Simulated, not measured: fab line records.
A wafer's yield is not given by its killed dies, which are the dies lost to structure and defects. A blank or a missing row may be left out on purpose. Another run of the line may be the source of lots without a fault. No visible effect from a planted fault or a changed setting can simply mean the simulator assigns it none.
fab line records	flow n5-finfet
record lots=14	wafers=35	last-day=17
route steps=1938 shown ILD0@346 SDB@354
lots untouched by any fault: they come from a run of this same line in which no faults occurred
start-h: start of the lot's first displayed wafer, in hours after the record's first day	wait-h: how many hours have passed since the lot's step before this one	" unchanged from the row above	L1.1+2: one row covering several wafers at once	- value missing, or start not given	* or withheld: withheld	< > ~ a bound
route shown NAME@n: names a module that has steps shown in the file, with the first one's number in the route	usual: mean/standard deviation taken from wafers without a fault	same: alike in all rows	chamber/n: place in a boat	sites: readings site by site	_std_site: the values' standard deviation	_edge_site: mean of outer sites minus mean of inner sites	radius-mm: how far each site lies from the wafer's centre	mask NAME#n: copy n	behind: the last tool/chamber to shape the wafer	hold: reason for holding the lot/hours on hold/outcome of the hold	device: which transistor (n, p or np) failed to switch	end of line: tests of these same wafers at the route's end	a step without rows: its recipe alone	killed: count of dies lost to structure and defects at first sort (not the wafer's yield)	map: per-die view of a wafer (x killed, . not killed, _ where there is no die)
set.NAME: the run value of the setting; set.NAME@STEP: its run value at that earlier step	model.NAME: the simulator's own value behind a step, which no gauge read
route steps across a sampled set of lots; one table per step, one row per wafer
services: when a tool's chamber went out of use (start-h, in hours from the record's first day, below 0 if earlier), for how many hours, and the reason
## steps
# step N5_ILD0_INSPECT_06
# recipe inspect-instrument=darkfield	mode=post-cmp
# usual raw-defect-count=36/15
lot.wafer	tool	chamber	start-h	wait-h	raw-defect-count
L175.4	defect-inspect-02	-	71.50	0.0	11
L175.5	"	-	"	"	21
L175.6	"	-	"	"	27
L177.3	defect-inspect-01	-	83.23	0.0	23
L177.6	"	-	"	"	39
L178.2	defect-inspect-01	-	92.28	0.0	54
L178.3	"	-	"	"	87
L180.3	defect-inspect-02	-	100.74	0.0	53
L180.5	"	-	"	"	62
L181.1	defect-inspect-01	-	109.17	0.0	22
L181.3	"	-	"	"	30
L181.6	"	-	"	"	24
L182.1	defect-inspect-02	-	113.03	0.0	48
L182.3	"	-	"	"	48
L182.4	"	-	"	"	25
L183.4	defect-inspect-02	-	117.75	0.0	29
L183.5	"	-	"	"	13
L188.1	defect-inspect-02	-	148.48	0.0	32
L188.5	"	-	"	"	53
L191.2	defect-inspect-02	-	165.12	0.0	55
L191.6	"	-	"	"	46
L192.1	defect-inspect-02	-	172.15	0.0	38
L192.2	"	-	"	"	13
L193.2	defect-inspect-01	-	177.20	0.0	24
L193.3	"	-	"	"	28
L193.4	"	-	"	"	26
L195.2	defect-inspect-02	-	192.00	0.0	29
L195.5	"	-	"	"	45
L195.6	"	-	"	"	35
L196.4	defect-inspect-02	-	198.79	0.0	72
L196.5	"	-	"	"	46
L196.6	"	-	"	"	50
L197.2	defect-inspect-02	-	207.38	0.0	35
L197.4	"	-	"	"	35
L197.6	"	-	"	"	29
# step N5_SDB_PEB_09
# recipe peb-temp-c=withheld	peb-time-s=60	resist=CAR-ArF
# usual chill-plate-temp-C=23.01/0.098	exhaust-pa=44.9/0.91
lot.wafer	tool	chamber	start-h	wait-h	chill-plate-temp-C	exhaust-pa
L175.4	litho-track-01	0	71.80	0.0	22.96	44.8
L175.5	"	0	"	"	22.99	44.3
L175.6	"	0	"	"	23.20	44.8
L177.3	litho-track-05	0	83.65	0.0	23.05	44.8
L177.6	"	0	"	"	22.97	44.1
L178.2	litho-track-03	0	92.71	0.0	23.01	45.0
L178.3	"	0	"	"	22.89	45.4
L180.3	litho-track-03	0	101.16	0.0	23.14	45.0
L180.5	"	0	"	"	23.13	43.5
L181.1	litho-track-03	-	109.50	0.1	-	-
L181.3	"	-	"	"	-	-
L181.6	"	-	"	"	-	-
L182.1	litho-track-05	-	113.45	0.1	-	-
L182.3	"	-	"	"	-	-
L182.4	"	-	"	"	-	-
L183.4	litho-track-05	0	118.04	0.0	23.04	44.8
L183.5	"	0	"	"	23.07	45.4
L188.1	litho-track-05	0	148.90	0.1	22.96	44.2
L188.5	"	0	"	"	22.97	44.2
L191.2	litho-track-01	0	165.54	0.0	23.16	45.5
L191.6	"	0	"	"	23.18	45.7
L192.1	litho-track-03	0	172.57	0.1	23.00	46.1
L192.2	"	0	"	"	23.08	44.3
L193.2	litho-track-03	0	177.63	0.0	23.02	45.9
L193.3	"	0	"	"	22.97	46.8
L193.4	"	0	"	"	22.98	45.6
L195.2	litho-track-05	0	192.42	0.0	22.96	46.3
L195.5	"	0	"	"	22.97	45.9
L195.6	"	0	"	"	22.97	44.2
L196.4	litho-track-03	0	199.24	0.0	22.96	45.6
L196.5	"	0	"	"	22.93	44.9
L196.6	"	0	"	"	22.96	46.0
L197.2	litho-track-01	0	207.83	0.0	23.02	44.6
L197.4	"	0	"	"	23.01	45.9
L197.6	"	0	"	"	23.16	43.5
# step N5_SDB_ETCH_17
# recipe chemistry=CF4	target=SiARC	target-depth-a=234	mask-material=CAR-ArF	time-s=39	ion-energy-ev=80	pressure-mtorr=40	source-w=545	bias-w=36	Ar_flow_sccm=100	cf4-flow-sccm=100	ends=cleared
# usual drypump-motor-current-A=5.7/0.46	etch-rf-on-time-s=39.2/1.1	oes-product-au=0.70/0.083	rf-vpp-V=183.9/1	showerhead-plenum-p-Torr=2.14/0.051	throttle-valve-pct=15.66/0.26
lot.wafer	tool	chamber	start-h	wait-h	drypump-motor-current-A	etch-rf-on-time-s	oes-product-au	rf-hours-counter-h	rf-vpp-V	showerhead-plenum-p-Torr	throttle-valve-pct
L175.4	rie-diel-04	3	71.98	0.0	6.0	38.9	0.58	244	184.6	2.12	15.77
L175.5	"	2	"	"	5.3	40.0	0.59	-	183.6	2.10	15.75
L175.6	"	3	"	"	6.0	39.0	0.58	-	183.2	2.12	15.77
L177.3	rie-diel-01	1	83.95	0.0	5.7	40.3	0.59	191	183.7	2.11	16.06
L177.6	"	1	"	"	5.8	40.7	0.59	-	182.8	2.11	16.07
L178.2	rie-diel-01	1	92.89	0.0	5.7	40.5	0.59	194	183.6	2.11	16.07
L178.3	"	0	"	"	6.3	38.7	0.70	109	183.4	2.19	15.70
L180.3	rie-diel-05	2	101.36	0.0	6.7	41.6	0.62	153	184.2	2.13	15.95
L180.5	"	1	"	"	5.8	38.3	0.79	-	184.1	2.09	15.43
L181.1	rie-diel-04	0	109.69	0.0	5.9	39.6	0.68	100	181.3	2.07	15.47
L181.3	"	3	"	"	6.0	37.8	0.88	1	182.7	2.12	15.29
L181.6	"	1	"	"	5.4	38.0	0.77	-	183.6	2.18	15.55
L182.1	rie-diel-04	0	113.64	0.0	6.0	39.7	0.68	102	182.4	2.07	15.47
L182.3	"	1	"	"	5.4	38.3	0.77	30	185.6	2.18	15.55
L182.4	"	0	"	"	5.9	39.5	0.68	-	182.0	2.07	15.47
L183.4	rie-diel-04	0	118.25	0.0	5.9	39.6	0.68	-	181.8	2.07	15.46
L183.5	"	1	"	"	5.4	38.0	0.76	-	185.6	2.18	15.56
L188.1	rie-diel-04	0	149.09	0.0	5.9	40.5	0.66	115	182.0	2.06	15.50
L188.5	"	0	"	"	5.9	40.5	0.67	-	182.9	2.06	15.50
L191.2	rie-diel-05	3	165.73	0.0	5.0	39.5	0.79	19	184.1	2.13	15.52
L191.6	"	0	"	"	5.1	37.9	0.74	-	183.5	2.11	15.47
L192.1	rie-diel-01	0	172.77	0.0	6.3	38.9	0.67	139	183.3	2.18	15.76
L192.2	"	1	"	"	5.8	40.3	0.59	222	184.8	2.10	16.13
L193.2	rie-diel-05	3	177.81	0.0	4.9	39.1	0.78	24	182.0	2.12	15.53
L193.3	"	2	"	"	6.7	41.4	0.60	185	184.3	2.12	16.03
L193.4	"	1	"	"	5.8	38.7	0.74	51	182.6	2.08	15.52
L195.2	rie-diel-01	0	192.61	0.0	6.3	38.9	0.67	144	185.8	2.18	15.79
L195.5	"	3	"	"	6.0	39.5	0.68	-	183.5	2.18	15.79
L195.6	"	2	"	"	5.3	38.6	0.65	-	184.7	2.23	15.69
L196.4	rie-diel-04	0	199.87	0.0	5.9	39.9	0.66	131	182.2	2.06	15.55
L196.5	"	2	"	"	5.4	39.1	0.77	-	183.4	2.09	15.30
L196.6	"	1	"	"	5.5	39.1	0.71	-	184.0	2.17	15.62
L197.2	rie-diel-01	1	208.02	0.0	5.7	40.7	0.58	232	183.9	2.09	16.15
L197.4	"	2	"	"	5.3	39.0	0.64	144	185.4	2.23	15.71
L197.6	"	1	"	"	5.8	40.4	0.58	-	183.9	2.09	16.16
# step N5_SDB_STRIP_22
# recipe chemistry=N2/H2	power-w=1000	temp-c=250	h2-frac=0.65	overash-fraction=0.3	pressure-mtorr=withheld	n2-flow-sccm=1750	h2-flow-sccm=3250
# usual drypump-motor-current-A=6.0/0.61	heater-power-w=384/31	oes-product-au=0.714/0.0041	strip-time-to-endpoint-s=96.2/0.48
lot.wafer	tool	chamber	start-h	wait-h	drypump-motor-current-A	heater-power-w	oes-product-au	rf-hours-counter-h	strip-time-to-endpoint-s
L175.4	plasma-asher-02	1	72.30	0.1	5.9	323	0.713	-	96.0
L175.5	"	1	"	"	5.9	334	0.716	-	96.6
L175.6	"	0	"	"	6.7	400	0.713	-	96.3
L177.3	plasma-asher-01	1	84.27	0.1	6.4	388	0.708	-	96.4
L177.6	"	0	"	"	5.1	405	0.712	-	96.5
L178.2	plasma-asher-01	0	93.17	0.1	5.1	415	0.709	39	97.1
L178.3	"	1	"	"	6.4	391	0.713	-	96.4
L180.3	plasma-asher-02	0	101.68	0.1	6.7	402	0.721	-	96.7
L180.5	"	1	"	"	5.9	336	0.713	-	95.3
L181.1	plasma-asher-02	0	109.96	0.1	6.7	409	0.712	93	96.6
L181.3	"	1	"	"	5.9	343	0.723	-	95.8
L181.6	"	0	"	"	6.7	416	0.720	-	96.0
L182.1	plasma-asher-02	1	113.91	0.1	5.9	332	0.708	94	96.3
L182.3	"	0	"	"	6.7	404	0.720	-	96.0
L182.4	"	1	"	"	5.9	339	0.710	-	96.6
L183.4	plasma-asher-02	1	118.54	0.1	5.9	324	0.706	-	96.6
L183.5	"	0	"	"	6.7	404	0.715	-	96.0
L188.1	plasma-asher-01	1	149.37	0.1	6.3	388	0.710	51	96.5
L188.5	"	1	"	"	6.3	394	0.717	-	96.2
L191.2	plasma-asher-01	1	166.00	0.1	6.4	389	0.713	55	95.7
L191.6	"	1	"	"	6.3	390	0.708	-	95.5
L192.1	plasma-asher-02	1	173.05	0.1	5.9	333	0.709	105	95.9
L192.2	"	0	"	"	6.7	403	0.716	105	96.5
L193.2	plasma-asher-01	1	178.09	0.1	6.3	399	0.718	57	96.1
L193.3	"	0	"	"	5.1	402	0.720	-	97.3
L193.4	"	1	"	"	6.3	381	0.712	-	96.4
L195.2	plasma-asher-01	1	192.88	0.1	6.3	387	0.714	60	96.5
L195.5	"	0	"	"	5.2	419	0.708	-	96.4
L195.6	"	1	"	"	6.3	392	0.710	-	96.2
L196.4	plasma-asher-01	1	200.18	0.1	6.3	385	0.714	-	96.6
L196.5	"	0	"	"	5.1	402	0.716	-	96.0
L196.6	"	1	"	"	6.3	389	0.715	-	96.5
L197.2	plasma-asher-02	0	208.29	0.1	6.7	405	0.703	112	96.4
L197.4	"	1	"	"	5.9	330	0.722	-	96.0
L197.6	"	1	"	"	5.9	337	0.718	-	96.3
## services
tool	chamber	start-h	hours	kind
rie-diel-05	0	64.07	2.2	repair
rie-diel-04	0	87.45	6.6	repair
rie-diel-04	3	94.41	-	clean
rie-diel-04	3	94.41	-	consumable-replace:focus-ring
rie-diel-05	3	96.43	-	clean
rie-diel-05	3	96.43	-	consumable-replace:focus-ring
rie-diel-05	3	96.43	19.5	scheduled-down
rie-diel-05	3	96.43	19.5	vent-cycle
litho-track-05	-	107.98	-	consumable-replace:filter
rie-diel-04	2	108.99	-	clean
rie-diel-04	2	108.99	-	consumable-replace:focus-ring
rie-diel-04	2	108.99	10.1	scheduled-down
rie-diel-04	2	108.99	10.1	vent-cycle
rie-diel-04	-	148.85	0.1	repair
plasma-asher-02	-	149.07	2.7	pm
rie-diel-04	2	172.28	4.3	repair
rie-diel-05	0	185.05	3.2	repair
rie-diel-04	-	190.71	1.6	repair
## key
first-sign step=N5_SDB_PEB_09	reading=tool-record	direction=missing
effect none on later readings
met-at N5_SDB_PEB_09
struck-lots L181,L182
later-rows-left-out L181.1,L181.3,L181.6,L182.1,L182.3,L182.4
sort-left-out L181.1,L181.3,L181.6,L182.1,L182.3,L182.4
tester-left-out L181,L182
not-acting-at N5_ILD0_INSPECT_06,N5_SDB_ETCH_17,N5_SDB_STRIP_22
onset-between 101.16 109.50
fault kind=skipped-step-whole	tool=litho-track-03,litho-track-05	chamber=-	onset-h=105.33	steps=N5_SDB_PEB_09	scope=struck-lots-only
# tester-left-out: of these lots the tester's yield and bins aren't shown, on N5 and GAA mostly nor the transistor test; their killed dies are dies lost to structure and defects alone, not to doping, threshold or leakage, so they don't give the yield
# sort-left-out: the simulated sort isn't trusted on such a fault, so these wafers' sort isn't shown, and their yield isn't known
# later-rows-left-out: the simulator's readings of these wafers behind a module that went badly wrong aren't trusted and aren't shown, but for the sort
